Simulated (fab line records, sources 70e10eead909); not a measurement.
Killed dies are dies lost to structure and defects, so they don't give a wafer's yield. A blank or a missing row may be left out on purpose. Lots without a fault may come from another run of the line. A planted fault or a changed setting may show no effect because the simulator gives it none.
Chamber matching | flow nand_harc | NHARC_P_BONDPAD_CMP_19 on cmp-04: 4 sister chambers
The step polishes, t overpolish 30 s, cu recess touch 16 s, target thk 160.81 nm. 4 wafers are shown with their chamber, then 7 later ones without.

WAFERS WITH THEIR CHAMBER
wafer  | chamber | motor_current_A (A)
L961.6 | 0       | 12.2
L964.5 | 1       | 12.7
L966.1 | 2       | 11.8
L966.4 | 3       | 11.2

WAFERS WITHOUT THEIR CHAMBER
wafer  | motor_current_A (A)
L966.5 | 13.2
L968.1 | 11.3
L968.3 | 13.0
L968.5 | 12.0
L971.1 | 12.9
L971.5 | 12.0
L971.6 | 11.1

WHICH CHAMBER EACH WENT THROUGH
wafer  | from the rows above          | in truth
L966.5 | can't be placed: 1 or 0      | 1
L968.1 | can't be placed: 3 or 2      | 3
L968.3 | can't be placed: 1 or 0      | 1
L968.5 | can't be placed: 0 or 2 or 1 | 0
L971.1 | can't be placed: 1 or 0      | 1
L971.5 | can't be placed: 0 or 2 or 1 | 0
L971.6 | 3                            | 3
Placed correctly: 1 of 7. Can't be placed from these rows: 6 (the true chamber is among the candidates in 6). Placed wrongly: 0.
How it was worked out, from the rows above alone: a wafer's distance from a chamber is the root of the sum, over the readings, of the square of ((its reading less the chamber's mean) divided by the reading's scatter). The wafer belongs to the nearest chamber; if the next one is less than 2 further off, it can't be placed. A chamber's mean is the mean of its shown wafers. The scatter: with one shown wafer a chamber, the root of the mean of the squares of how far each hidden wafer lies from its nearest shown one.
